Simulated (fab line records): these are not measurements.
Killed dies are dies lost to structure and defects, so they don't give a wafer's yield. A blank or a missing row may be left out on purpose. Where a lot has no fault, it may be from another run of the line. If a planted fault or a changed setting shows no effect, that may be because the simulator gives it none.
fab line records / flow n5Finfet / part 2 of 2: steps 4 to 6 of 6
record lots=23 wafers=69 lastDay=20
route steps=1938 shown BEOL_M0_SAQP@665 BEOL_M0@730
lots that met no fault: taken from a fault-free run of the same line
startH: start of the lot's first displayed wafer, in hours after the record's first day / waitH: hours from the lot's prior step to this one / " the same as in the row above / L1.1+2: a row that stands for several wafers / - either no value or no given start / * or withheld: withheld / < > ~ a bound
route shown NAME@n: names a module that has steps shown in the file, with the first one's number in the route / usual: mean/standard deviation of fault-free wafers / same: alike in all rows / chamber/n: place in a boat / sites: per-site readings / _std_site: standard deviation across them / _edge_site: the outer-site mean with the inner-site mean subtracted / radiusMm: for every site, how far away it sits from the centre of the wafer / mask NAME#n: copy n / behind: the most recent tool/chamber to have shaped the wafer / hold: the reason the lot was held/the length of the hold in hours/how it ended / device: the n, p or np transistor that did not switch / end of line: the route-end tests of the same wafers / step lacking rows: just its recipe / killed: count of dies lost to structure and defects at first sort (not the wafer's yield) / map: per-die view of a wafer (x killed, . not killed, _ where there is no die)
set.NAME: the setting the step ran with; set.NAME@STEP: the setting that earlier step ran with / model.NAME: the simulator's own value behind a step, which no gauge read
one table for each step of the route and one row for each wafer, over a sample of lots
services: the hour from which a tool's chamber was out of use, counted from the record's first day as startH (under 0 if before that day), plus the number of hours and why
## steps
# step N5_BEOL_M0_PRE_CLEAN_113
# recipe gas=H2/He timeS=30 tempC=250
# usual heaterPowerW=338/26
lot.wafer=L075.3 tool=pvdSputter-01 chamber=- startH=123.30 waitH=0.0 heaterPowerW=316
lot.wafer=L075.4 tool=pvdSputter-01 chamber=- startH=123.30 waitH=0.0 heaterPowerW=321
lot.wafer=L075.6 tool=pvdSputter-01 chamber=- startH=123.30 waitH=0.0 heaterPowerW=340
lot.wafer=L074.1 tool=pvdSputter-01 chamber=- startH=123.42 waitH=0.0 heaterPowerW=344
lot.wafer=L074.5 tool=pvdSputter-01 chamber=- startH=123.42 waitH=0.0 heaterPowerW=310
lot.wafer=L074.6 tool=pvdSputter-01 chamber=- startH=123.42 waitH=0.0 heaterPowerW=328
lot.wafer=L077.2 tool=pvdSputter-03 chamber=- startH=138.08 waitH=0.0 heaterPowerW=411
lot.wafer=L077.3 tool=pvdSputter-03 chamber=- startH=138.08 waitH=0.0 heaterPowerW=352
lot.wafer=L077.6 tool=pvdSputter-03 chamber=- startH=138.08 waitH=0.0 heaterPowerW=312
lot.wafer=L078.1 tool=pvdSputter-01 chamber=- startH=141.11 waitH=0.0 heaterPowerW=332
lot.wafer=L078.2 tool=pvdSputter-01 chamber=- startH=141.11 waitH=0.0 heaterPowerW=329
lot.wafer=L078.4 tool=pvdSputter-01 chamber=- startH=141.11 waitH=0.0 heaterPowerW=316
lot.wafer=L079.4 tool=pvdSputter-03 chamber=- startH=144.68 waitH=0.0 heaterPowerW=344
lot.wafer=L079.5 tool=pvdSputter-03 chamber=- startH=144.68 waitH=0.0 heaterPowerW=406
lot.wafer=L079.6 tool=pvdSputter-03 chamber=- startH=144.68 waitH=0.0 heaterPowerW=336
lot.wafer=L080.1 tool=pvdSputter-01 chamber=- startH=154.80 waitH=0.0 heaterPowerW=327
lot.wafer=L080.5 tool=pvdSputter-01 chamber=- startH=154.80 waitH=0.0 heaterPowerW=343
lot.wafer=L080.6 tool=pvdSputter-01 chamber=- startH=154.80 waitH=0.0 heaterPowerW=329
lot.wafer=L081.2 tool=pvdSputter-01 chamber=- startH=160.96 waitH=0.0 heaterPowerW=329
lot.wafer=L081.5 tool=pvdSputter-01 chamber=- startH=160.96 waitH=0.0 heaterPowerW=329
lot.wafer=L081.6 tool=pvdSputter-01 chamber=- startH=160.96 waitH=0.0 heaterPowerW=320
lot.wafer=L082.4 tool=pvdSputter-01 chamber=- startH=164.03 waitH=0.0 heaterPowerW=312
lot.wafer=L082.5 tool=pvdSputter-01 chamber=- startH=164.03 waitH=0.0 heaterPowerW=312
lot.wafer=L082.6 tool=pvdSputter-01 chamber=- startH=164.03 waitH=0.0 heaterPowerW=349
lot.wafer=L083.1 tool=pvdSputter-02 chamber=- startH=177.22 waitH=0.0 heaterPowerW=361
lot.wafer=L083.4 tool=pvdSputter-02 chamber=- startH=177.22 waitH=0.0 heaterPowerW=312
lot.wafer=L083.5 tool=pvdSputter-02 chamber=- startH=177.22 waitH=0.0 heaterPowerW=329
lot.wafer=L084.2 tool=pvdSputter-01 chamber=- startH=189.40 waitH=0.0 heaterPowerW=315
lot.wafer=L084.3 tool=pvdSputter-01 chamber=- startH=189.40 waitH=0.0 heaterPowerW=340
lot.wafer=L084.6 tool=pvdSputter-01 chamber=- startH=189.40 waitH=0.0 heaterPowerW=349
lot.wafer=L085.1 tool=pvdSputter-01 chamber=- startH=189.48 waitH=0.0 heaterPowerW=326
lot.wafer=L085.4 tool=pvdSputter-01 chamber=- startH=189.48 waitH=0.0 heaterPowerW=343
lot.wafer=L085.5 tool=pvdSputter-01 chamber=- startH=189.48 waitH=0.0 heaterPowerW=349
lot.wafer=L087.1 tool=pvdSputter-02 chamber=- startH=204.21 waitH=0.0 heaterPowerW=311
lot.wafer=L087.2 tool=pvdSputter-02 chamber=- startH=204.21 waitH=0.0 heaterPowerW=377
lot.wafer=L087.3 tool=pvdSputter-02 chamber=- startH=204.21 waitH=0.0 heaterPowerW=319
lot.wafer=L088.3 tool=pvdSputter-01 chamber=- startH=209.36 waitH=0.0 heaterPowerW=334
lot.wafer=L088.4 tool=pvdSputter-01 chamber=- startH=209.36 waitH=0.0 heaterPowerW=317
lot.wafer=L088.5 tool=pvdSputter-01 chamber=- startH=209.36 waitH=0.0 heaterPowerW=347
lot.wafer=L089.3 tool=pvdSputter-01 chamber=- startH=212.88 waitH=0.0 heaterPowerW=330
lot.wafer=L089.5 tool=pvdSputter-01 chamber=- startH=212.88 waitH=0.0 heaterPowerW=311
lot.wafer=L089.6 tool=pvdSputter-01 chamber=- startH=212.88 waitH=0.0 heaterPowerW=343
lot.wafer=L086.3 tool=pvdSputter-01 chamber=- startH=213.12 waitH=0.0 heaterPowerW=329
lot.wafer=L086.4 tool=pvdSputter-01 chamber=- startH=213.12 waitH=0.0 heaterPowerW=318
lot.wafer=L086.5 tool=pvdSputter-01 chamber=- startH=213.12 waitH=0.0 heaterPowerW=350
lot.wafer=L090.1 tool=pvdSputter-01 chamber=- startH=216.26 waitH=0.0 heaterPowerW=313
lot.wafer=L090.4 tool=pvdSputter-01 chamber=- startH=216.26 waitH=0.0 heaterPowerW=325
lot.wafer=L090.5 tool=pvdSputter-01 chamber=- startH=216.26 waitH=0.0 heaterPowerW=316
lot.wafer=L091.2 tool=pvdSputter-02 chamber=- startH=220.80 waitH=0.0 heaterPowerW=390
lot.wafer=L091.3 tool=pvdSputter-02 chamber=- startH=220.80 waitH=0.0 heaterPowerW=313
lot.wafer=L091.4 tool=pvdSputter-02 chamber=- startH=220.80 waitH=0.0 heaterPowerW=320
lot.wafer=L092.2 tool=pvdSputter-01 chamber=- startH=231.55 waitH=0.0 heaterPowerW=339
lot.wafer=L092.5 tool=pvdSputter-01 chamber=- startH=231.55 waitH=0.0 heaterPowerW=303
lot.wafer=L092.6 tool=pvdSputter-01 chamber=- startH=231.55 waitH=0.0 heaterPowerW=312
lot.wafer=L093.1 tool=pvdSputter-03 chamber=- startH=234.12 waitH=0.0 heaterPowerW=402
lot.wafer=L093.3 tool=pvdSputter-03 chamber=- startH=234.12 waitH=0.0 heaterPowerW=347
lot.wafer=L093.4 tool=pvdSputter-03 chamber=- startH=234.12 waitH=0.0 heaterPowerW=343
lot.wafer=L095.1 tool=pvdSputter-02 chamber=- startH=243.59 waitH=0.0 heaterPowerW=313
lot.wafer=L095.4 tool=pvdSputter-02 chamber=- startH=243.59 waitH=0.0 heaterPowerW=376
lot.wafer=L095.6 tool=pvdSputter-02 chamber=- startH=243.59 waitH=0.0 heaterPowerW=355
lot.wafer=L094.1 tool=pvdSputter-02 chamber=- startH=244.21 waitH=0.0 heaterPowerW=347
lot.wafer=L094.4 tool=pvdSputter-02 chamber=- startH=244.21 waitH=0.0 heaterPowerW=313
lot.wafer=L094.6 tool=pvdSputter-02 chamber=- startH=244.21 waitH=0.0 heaterPowerW=379
lot.wafer=L096.3 tool=pvdSputter-03 chamber=- startH=254.15 waitH=0.0 heaterPowerW=308
lot.wafer=L096.4 tool=pvdSputter-03 chamber=- startH=254.15 waitH=0.0 heaterPowerW=338
lot.wafer=L096.5 tool=pvdSputter-03 chamber=- startH=254.15 waitH=0.0 heaterPowerW=341
lot.wafer=L097.3 tool=pvdSputter-03 chamber=- startH=265.11 waitH=0.0 heaterPowerW=350
lot.wafer=L097.4 tool=pvdSputter-03 chamber=- startH=265.11 waitH=0.0 heaterPowerW=347
lot.wafer=L097.6 tool=pvdSputter-03 chamber=- startH=265.11 waitH=0.0 heaterPowerW=409
# step N5_BEOL_M0_ALD_136
# recipe material=TaN targetThkA=* tempC=275 aldPrecursorFamily=PDMAT aldCoReactant=NH3 pressureTorr=3 carrierFlowSccm=1500 pulseTimeS=2 purgeTimeS=3 coReactantPurgeTimeS=2 coReactantPulseTimeS=3 aldCycles=30 precursorVesselTempC=75 precursorVesselPressureTorr=26.25 precursorVesselCarrierSccm=1000
# usual heaterPowerW=410/45
# same pulseTimeS=2
lot.wafer=L075.3 tool=aldMetal-04 chamber=0 startH=123.59 waitH=0.3 heaterPowerW=438
lot.wafer=L075.4 tool=aldMetal-04 chamber=1 startH=123.59 waitH=0.3 heaterPowerW=389
lot.wafer=L075.6 tool=aldMetal-04 chamber=3 startH=123.59 waitH=0.3 heaterPowerW=432
lot.wafer=L074.1 tool=aldMetal-03 chamber=2 startH=123.71 waitH=0.3 heaterPowerW=314
lot.wafer=L074.5 tool=aldMetal-03 chamber=3 startH=123.71 waitH=0.3 heaterPowerW=375
lot.wafer=L074.6 tool=aldMetal-03 chamber=0 startH=123.71 waitH=0.3 heaterPowerW=494
lot.wafer=L077.2 tool=aldMetal-03 chamber=0 startH=138.15 waitH=0.0 heaterPowerW=485
lot.wafer=L077.3 tool=aldMetal-03 chamber=1 startH=138.15 waitH=0.0 heaterPowerW=435
lot.wafer=L077.6 tool=aldMetal-03 chamber=0 startH=138.15 waitH=0.0 heaterPowerW=502
lot.wafer=L078.1 tool=aldMetal-04 chamber=3 startH=141.18 waitH=0.1 heaterPowerW=436
lot.wafer=L078.2 tool=aldMetal-04 chamber=2 startH=141.18 waitH=0.1 heaterPowerW=409
lot.wafer=L078.4 tool=aldMetal-04 chamber=1 startH=141.18 waitH=0.1 heaterPowerW=389
lot.wafer=L079.4 tool=aldMetal-04 chamber=3 startH=144.91 waitH=0.2 heaterPowerW=443
lot.wafer=L079.5 tool=aldMetal-04 chamber=2 startH=144.91 waitH=0.2 heaterPowerW=409
lot.wafer=L079.6 tool=aldMetal-04 chamber=1 startH=144.91 waitH=0.2 heaterPowerW=384
lot.wafer=L080.1 tool=aldMetal-03 chamber=1 startH=154.86 waitH=0.0 heaterPowerW=444
lot.wafer=L080.5 tool=aldMetal-03 chamber=0 startH=154.86 waitH=0.0 heaterPowerW=496
lot.wafer=L080.6 tool=aldMetal-03 chamber=1 startH=154.86 waitH=0.0 heaterPowerW=441
lot.wafer=L081.2 tool=aldMetal-01 chamber=1 startH=161.09 waitH=0.1 heaterPowerW=421
lot.wafer=L081.5 tool=aldMetal-01 chamber=2 startH=161.09 waitH=0.1 heaterPowerW=416
lot.wafer=L081.6 tool=aldMetal-01 chamber=3 startH=161.09 waitH=0.1 heaterPowerW=410
lot.wafer=L082.4 tool=aldMetal-04 chamber=3 startH=164.09 waitH=0.0 heaterPowerW=438
lot.wafer=L082.5 tool=aldMetal-04 chamber=2 startH=164.09 waitH=0.0 heaterPowerW=398
lot.wafer=L082.6 tool=aldMetal-04 chamber=1 startH=164.09 waitH=0.0 heaterPowerW=391
lot.wafer=L083.1 tool=aldMetal-03 chamber=2 startH=177.28 waitH=0.0 heaterPowerW=312
lot.wafer=L083.4 tool=aldMetal-03 chamber=1 startH=177.28 waitH=0.0 heaterPowerW=430
lot.wafer=L083.5 tool=aldMetal-03 chamber=3 startH=177.28 waitH=0.0 heaterPowerW=372
lot.wafer=L084.2 tool=aldMetal-03 chamber=0 startH=189.53 waitH=0.1 heaterPowerW=483
lot.wafer=L084.3 tool=aldMetal-03 chamber=3 startH=189.53 waitH=0.1 heaterPowerW=374
lot.wafer=L084.6 tool=aldMetal-03 chamber=0 startH=189.53 waitH=0.1 heaterPowerW=488
lot.wafer=L085.1 tool=aldMetal-04 chamber=3 startH=189.56 waitH=0.1 heaterPowerW=430
lot.wafer=L085.4 tool=aldMetal-04 chamber=1 startH=189.56 waitH=0.1 heaterPowerW=373
lot.wafer=L085.5 tool=aldMetal-04 chamber=0 startH=189.56 waitH=0.1 heaterPowerW=428
lot.wafer=L087.1 tool=aldMetal-03 chamber=3 startH=204.30 waitH=0.1 heaterPowerW=380
lot.wafer=L087.2 tool=aldMetal-03 chamber=0 startH=204.30 waitH=0.1 heaterPowerW=481
lot.wafer=L087.3 tool=aldMetal-03 chamber=1 startH=204.30 waitH=0.1 heaterPowerW=438
lot.wafer=L088.3 tool=aldMetal-04 chamber=0 startH=209.44 waitH=0.1 heaterPowerW=436
lot.wafer=L088.4 tool=aldMetal-04 chamber=2 startH=209.44 waitH=0.1 heaterPowerW=406
lot.wafer=L088.5 tool=aldMetal-04 chamber=2 startH=209.44 waitH=0.1 heaterPowerW=401
lot.wafer=L089.3 tool=aldMetal-04 chamber=0 startH=212.96 waitH=0.1 heaterPowerW=434
lot.wafer=L089.5 tool=aldMetal-04 chamber=1 startH=212.96 waitH=0.1 heaterPowerW=375
lot.wafer=L089.6 tool=aldMetal-04 chamber=0 startH=212.96 waitH=0.1 heaterPowerW=432
lot.wafer=L086.3 tool=aldMetal-01 chamber=3 startH=213.20 waitH=0.1 heaterPowerW=408
lot.wafer=L086.4 tool=aldMetal-01 chamber=2 startH=213.20 waitH=0.1 heaterPowerW=402
lot.wafer=L086.5 tool=aldMetal-01 chamber=0 startH=213.20 waitH=0.1 heaterPowerW=456
lot.wafer=L090.1 tool=aldMetal-04 chamber=2 startH=216.32 waitH=0.0 heaterPowerW=387
lot.wafer=L090.4 tool=aldMetal-04 chamber=1 startH=216.32 waitH=0.0 heaterPowerW=380
lot.wafer=L090.5 tool=aldMetal-04 chamber=3 startH=216.32 waitH=0.0 heaterPowerW=419
lot.wafer=L091.2 tool=aldMetal-04 chamber=2 startH=220.87 waitH=0.0 heaterPowerW=402
lot.wafer=L091.3 tool=aldMetal-04 chamber=0 startH=220.87 waitH=0.0 heaterPowerW=426
lot.wafer=L091.4 tool=aldMetal-04 chamber=3 startH=220.87 waitH=0.0 heaterPowerW=436
lot.wafer=L092.2 tool=aldMetal-04 chamber=1 startH=231.61 waitH=0.0 heaterPowerW=390
lot.wafer=L092.5 tool=aldMetal-04 chamber=2 startH=231.61 waitH=0.0 heaterPowerW=415
lot.wafer=L092.6 tool=aldMetal-04 chamber=3 startH=231.61 waitH=0.0 heaterPowerW=430
lot.wafer=L093.1 tool=aldMetal-03 chamber=0 startH=234.18 waitH=0.0 heaterPowerW=493
lot.wafer=L093.3 tool=aldMetal-03 chamber=3 startH=234.18 waitH=0.0 heaterPowerW=377
lot.wafer=L093.4 tool=aldMetal-03 chamber=1 startH=234.18 waitH=0.0 heaterPowerW=438
lot.wafer=L095.1 tool=aldMetal-03 chamber=3 startH=243.65 waitH=0.0 heaterPowerW=375
lot.wafer=L095.4 tool=aldMetal-03 chamber=0 startH=243.65 waitH=0.0 heaterPowerW=479
lot.wafer=L095.6 tool=aldMetal-03 chamber=2 startH=243.65 waitH=0.0 heaterPowerW=307
lot.wafer=L094.1 tool=aldMetal-04 chamber=3 startH=244.27 waitH=0.0 heaterPowerW=444
lot.wafer=L094.4 tool=aldMetal-04 chamber=1 startH=244.27 waitH=0.0 heaterPowerW=377
lot.wafer=L094.6 tool=aldMetal-04 chamber=1 startH=244.27 waitH=0.0 heaterPowerW=385
lot.wafer=L096.3 tool=aldMetal-04 chamber=2 startH=254.25 waitH=0.1 heaterPowerW=399
lot.wafer=L096.4 tool=aldMetal-04 chamber=1 startH=254.25 waitH=0.1 heaterPowerW=390
lot.wafer=L096.5 tool=aldMetal-04 chamber=1 startH=254.25 waitH=0.1 heaterPowerW=394
lot.wafer=L097.3 tool=aldMetal-01 chamber=0 startH=265.17 waitH=0.0 heaterPowerW=456
lot.wafer=L097.4 tool=aldMetal-01 chamber=1 startH=265.17 waitH=0.0 heaterPowerW=426
lot.wafer=L097.6 tool=aldMetal-01 chamber=3 startH=265.17 waitH=0.0 heaterPowerW=408
# step N5_BEOL_M0_SPUTTER_132
# recipe material=Cu targetThkA=40 tempC=-20 chamberPressurePa=0.07 powerW=withheld timeS=7.37
# usual chuckSensorTempC=-16.0/0.55 throttleValvePct=29.7/0.9
lot.wafer=L074.1 tool=pvdSputter-02 chamber=- startH=124.55 waitH=0.0 chuckSensorTempC=-15.4 throttleValvePct=30.2
lot.wafer=L074.5 tool=pvdSputter-02 chamber=- startH=124.55 waitH=0.0 chuckSensorTempC=-15.9 throttleValvePct=30.7
lot.wafer=L074.6 tool=pvdSputter-02 chamber=- startH=124.55 waitH=0.0 chuckSensorTempC=-15.5 throttleValvePct=29.1
lot.wafer=L075.3 tool=pvdSputter-01 chamber=- startH=124.60 waitH=0.0 chuckSensorTempC=-15.3 throttleValvePct=29.4
lot.wafer=L075.4 tool=pvdSputter-01 chamber=- startH=124.60 waitH=0.0 chuckSensorTempC=-16.5 throttleValvePct=28.6
lot.wafer=L075.6 tool=pvdSputter-01 chamber=- startH=124.60 waitH=0.0 chuckSensorTempC=-15.8 throttleValvePct=31.1
lot.wafer=L077.2 tool=pvdSputter-01 chamber=- startH=139.81 waitH=0.0 chuckSensorTempC=-16.7 throttleValvePct=28.8
lot.wafer=L077.3 tool=pvdSputter-01 chamber=- startH=139.81 waitH=0.0 chuckSensorTempC=-15.3 throttleValvePct=29.5
lot.wafer=L077.6 tool=pvdSputter-01 chamber=- startH=139.81 waitH=0.0 chuckSensorTempC=-16.7 throttleValvePct=28.5
lot.wafer=L078.1 tool=pvdSputter-01 chamber=- startH=143.51 waitH=0.0 chuckSensorTempC=-16.9 throttleValvePct=28.9
lot.wafer=L078.2 tool=pvdSputter-01 chamber=- startH=143.51 waitH=0.0 chuckSensorTempC=-15.6 throttleValvePct=31.0
lot.wafer=L078.4 tool=pvdSputter-01 chamber=- startH=143.51 waitH=0.0 chuckSensorTempC=-15.3 throttleValvePct=29.6
lot.wafer=L079.4 tool=pvdSputter-01 chamber=- startH=146.95 waitH=0.0 chuckSensorTempC=-15.6 throttleValvePct=31.0
lot.wafer=L079.5 tool=pvdSputter-01 chamber=- startH=146.95 waitH=0.0 chuckSensorTempC=-15.5 throttleValvePct=29.4
lot.wafer=L079.6 tool=pvdSputter-01 chamber=- startH=146.95 waitH=0.0 chuckSensorTempC=-16.5 throttleValvePct=28.6
lot.wafer=L080.1 tool=pvdSputter-01 chamber=- startH=155.56 waitH=0.0 chuckSensorTempC=-16.8 throttleValvePct=28.9
lot.wafer=L080.5 tool=pvdSputter-01 chamber=- startH=155.56 waitH=0.0 chuckSensorTempC=-15.6 throttleValvePct=31.0
lot.wafer=L080.6 tool=pvdSputter-01 chamber=- startH=155.56 waitH=0.0 chuckSensorTempC=-16.8 throttleValvePct=28.9
lot.wafer=L081.2 tool=pvdSputter-02 chamber=- startH=163.21 waitH=0.0 chuckSensorTempC=-15.5 throttleValvePct=29.3
lot.wafer=L081.5 tool=pvdSputter-02 chamber=- startH=163.21 waitH=0.0 chuckSensorTempC=-15.3 throttleValvePct=29.0
lot.wafer=L081.6 tool=pvdSputter-02 chamber=- startH=163.21 waitH=0.0 chuckSensorTempC=-15.3 throttleValvePct=29.1
lot.wafer=L082.4 tool=pvdSputter-03 chamber=- startH=165.60 waitH=0.0 chuckSensorTempC=-16.9 throttleValvePct=30.5
lot.wafer=L082.5 tool=pvdSputter-03 chamber=- startH=165.60 waitH=0.0 chuckSensorTempC=-15.9 throttleValvePct=30.9
lot.wafer=L082.6 tool=pvdSputter-03 chamber=- startH=165.60 waitH=0.0 chuckSensorTempC=-16.3 throttleValvePct=28.6
lot.wafer=L083.1 tool=pvdSputter-02 chamber=- startH=179.26 waitH=0.0 chuckSensorTempC=-15.5 throttleValvePct=29.0
lot.wafer=L083.4 tool=pvdSputter-02 chamber=- startH=179.26 waitH=0.0 chuckSensorTempC=-15.7 throttleValvePct=30.3
lot.wafer=L083.5 tool=pvdSputter-02 chamber=- startH=179.26 waitH=0.0 chuckSensorTempC=-15.4 throttleValvePct=29.3
lot.wafer=L084.2 tool=pvdSputter-01 chamber=- startH=190.38 waitH=0.0 chuckSensorTempC=-17.0 throttleValvePct=29.0
lot.wafer=L084.3 tool=pvdSputter-01 chamber=- startH=190.38 waitH=0.0 chuckSensorTempC=-15.5 throttleValvePct=31.1
lot.wafer=L084.6 tool=pvdSputter-01 chamber=- startH=190.38 waitH=0.0 chuckSensorTempC=-15.7 throttleValvePct=31.1
lot.wafer=L085.1 tool=pvdSputter-03 chamber=- startH=190.59 waitH=0.0 chuckSensorTempC=-16.9 throttleValvePct=30.2
lot.wafer=L085.4 tool=pvdSputter-03 chamber=- startH=190.59 waitH=0.0 chuckSensorTempC=-16.5 throttleValvePct=28.9
lot.wafer=L085.5 tool=pvdSputter-03 chamber=- startH=190.59 waitH=0.0 chuckSensorTempC=-15.9 throttleValvePct=31.1
lot.wafer=L087.1 tool=pvdSputter-01 chamber=- startH=205.06 waitH=0.0 chuckSensorTempC=-15.8 throttleValvePct=31.1
lot.wafer=L087.2 tool=pvdSputter-01 chamber=- startH=205.06 waitH=0.0 chuckSensorTempC=-16.5 throttleValvePct=28.7
lot.wafer=L087.3 tool=pvdSputter-01 chamber=- startH=205.06 waitH=0.0 chuckSensorTempC=-16.7 throttleValvePct=28.7
lot.wafer=L088.3 tool=pvdSputter-03 chamber=- startH=211.86 waitH=0.0 chuckSensorTempC=-15.8 throttleValvePct=30.8
lot.wafer=L088.4 tool=pvdSputter-03 chamber=- startH=211.86 waitH=0.0 chuckSensorTempC=-16.3 throttleValvePct=28.7
lot.wafer=L088.5 tool=pvdSputter-03 chamber=- startH=211.86 waitH=0.0 chuckSensorTempC=-16.2 throttleValvePct=29.9
lot.wafer=L089.3 tool=pvdSputter-02 chamber=- startH=213.64 waitH=0.0 chuckSensorTempC=-16.0 throttleValvePct=30.4
lot.wafer=L089.5 tool=pvdSputter-02 chamber=- startH=213.64 waitH=0.0 chuckSensorTempC=-15.2 throttleValvePct=30.3
lot.wafer=L089.6 tool=pvdSputter-02 chamber=- startH=213.64 waitH=0.0 chuckSensorTempC=-15.5 throttleValvePct=29.1
lot.wafer=L086.3 tool=pvdSputter-03 chamber=- startH=215.24 waitH=0.0 chuckSensorTempC=-16.4 throttleValvePct=28.7
lot.wafer=L086.4 tool=pvdSputter-03 chamber=- startH=215.24 waitH=0.0 chuckSensorTempC=-16.9 throttleValvePct=30.8
lot.wafer=L086.5 tool=pvdSputter-03 chamber=- startH=215.24 waitH=0.0 chuckSensorTempC=-16.0 throttleValvePct=30.7
lot.wafer=L090.1 tool=pvdSputter-02 chamber=- startH=217.18 waitH=0.0 chuckSensorTempC=-15.8 throttleValvePct=30.5
lot.wafer=L090.4 tool=pvdSputter-02 chamber=- startH=217.18 waitH=0.0 chuckSensorTempC=-15.5 throttleValvePct=29.1
lot.wafer=L090.5 tool=pvdSputter-02 chamber=- startH=217.18 waitH=0.0 chuckSensorTempC=-15.3 throttleValvePct=29.0
lot.wafer=L091.2 tool=pvdSputter-02 chamber=- startH=221.60 waitH=0.0 chuckSensorTempC=-15.5 throttleValvePct=29.2
lot.wafer=L091.3 tool=pvdSputter-02 chamber=- startH=221.60 waitH=0.0 chuckSensorTempC=-15.2 throttleValvePct=29.3
lot.wafer=L091.4 tool=pvdSputter-02 chamber=- startH=221.60 waitH=0.0 chuckSensorTempC=-15.4 throttleValvePct=30.3
lot.wafer=L092.2 tool=pvdSputter-01 chamber=- startH=232.49 waitH=0.0 chuckSensorTempC=-16.8 throttleValvePct=28.8
lot.wafer=L092.5 tool=pvdSputter-01 chamber=- startH=232.49 waitH=0.0 chuckSensorTempC=-15.8 throttleValvePct=31.4
lot.wafer=L092.6 tool=pvdSputter-01 chamber=- startH=232.49 waitH=0.0 chuckSensorTempC=-16.7 throttleValvePct=28.9
lot.wafer=L093.1 tool=pvdSputter-01 chamber=- startH=236.77 waitH=0.0 chuckSensorTempC=-16.8 throttleValvePct=28.8
lot.wafer=L093.3 tool=pvdSputter-01 chamber=- startH=236.77 waitH=0.0 chuckSensorTempC=-15.4 throttleValvePct=29.5
lot.wafer=L093.4 tool=pvdSputter-01 chamber=- startH=236.77 waitH=0.0 chuckSensorTempC=-15.8 throttleValvePct=31.1
lot.wafer=L095.1 tool=pvdSputter-01 chamber=- startH=244.49 waitH=0.0 chuckSensorTempC=-16.5 throttleValvePct=28.7
lot.wafer=L095.4 tool=pvdSputter-01 chamber=- startH=244.49 waitH=0.0 chuckSensorTempC=-16.9 throttleValvePct=28.7
lot.wafer=L095.6 tool=pvdSputter-01 chamber=- startH=244.49 waitH=0.0 chuckSensorTempC=-16.5 throttleValvePct=28.9
lot.wafer=L094.1 tool=pvdSputter-03 chamber=- startH=245.14 waitH=0.0 chuckSensorTempC=-16.3 throttleValvePct=29.7
lot.wafer=L094.4 tool=pvdSputter-03 chamber=- startH=245.14 waitH=0.0 chuckSensorTempC=-15.8 throttleValvePct=30.8
lot.wafer=L094.6 tool=pvdSputter-03 chamber=- startH=245.14 waitH=0.0 chuckSensorTempC=-16.3 throttleValvePct=29.9
lot.wafer=L096.3 tool=pvdSputter-01 chamber=- startH=255.20 waitH=0.0 chuckSensorTempC=-16.8 throttleValvePct=28.6
lot.wafer=L096.4 tool=pvdSputter-01 chamber=- startH=255.20 waitH=0.0 chuckSensorTempC=-16.5 throttleValvePct=28.5
lot.wafer=L096.5 tool=pvdSputter-01 chamber=- startH=255.20 waitH=0.0 chuckSensorTempC=-15.7 throttleValvePct=31.1
lot.wafer=L097.3 tool=pvdSputter-03 chamber=- startH=265.81 waitH=0.0 chuckSensorTempC=-16.9 throttleValvePct=30.7
lot.wafer=L097.4 tool=pvdSputter-03 chamber=- startH=265.81 waitH=0.0 chuckSensorTempC=-16.4 throttleValvePct=28.6
lot.wafer=L097.6 tool=pvdSputter-03 chamber=- startH=265.81 waitH=0.0 chuckSensorTempC=-16.2 throttleValvePct=29.9
## services
tool=rieDiel-06 chamber=1 startH=98.68 hours=2.0 kind=repair
tool=pvdSputter-03 chamber=- startH=119.69 hours=7.0 kind=repair
tool=pvdSputter-02 chamber=- startH=123.05 hours=1.0 kind=repair
tool=aldMetal-01 chamber=3 startH=128.17 hours=20.2 kind=repair
tool=aldMetal-03 chamber=3 startH=130.12 hours=25.3 kind=repair
tool=aldMetal-04 chamber=0 startH=130.25 hours=16.5 kind=repair
tool=pvdSputter-02 chamber=- startH=137.09 hours=1.4 kind=repair
tool=aldMetal-01 chamber=0 startH=147.01 hours=6.5 kind=repair
tool=rieDiel-04 chamber=- startH=151.51 hours=2.8 kind=pm
tool=rieDiel-01 chamber=0 startH=166.24 hours=2.4 kind=repair
tool=aldMetal-04 chamber=- startH=179.79 hours=2.8 kind=pm
tool=aldMetal-01 chamber=3 startH=184.91 hours=2.5 kind=repair
tool=rieDiel-04 chamber=1 startH=188.60 hours=8.5 kind=repair
tool=rieDiel-06 chamber=1 startH=193.88 hours=1.5 kind=repair
tool=aldMetal-03 chamber=3 startH=208.21 hours=3.4 kind=repair
tool=rieSi-03 chamber=3 startH=219.55 hours=2.2 kind=repair
tool=rieSi-04 chamber=- startH=227.60 hours=0.5 kind=repair
tool=rieDiel-06 chamber=3 startH=227.99 hours=10.4 kind=repair
tool=rieSi-04 chamber=0 startH=228.98 hours=5.8 kind=repair
tool=rieSi-03 chamber=- startH=230.07 hours=28.1 kind=pm
tool=aldMetal-04 chamber=3 startH=256.82 hours=7.7 kind=repair
tool=pvdSputter-02 chamber=- startH=257.78 hours=8.9 kind=repair
tool=rieDiel-01 chamber=1 startH=259.69 hours=10.5 kind=repair
tool=aldMetal-04 chamber=1 startH=261.26 hours=26.1 kind=repair
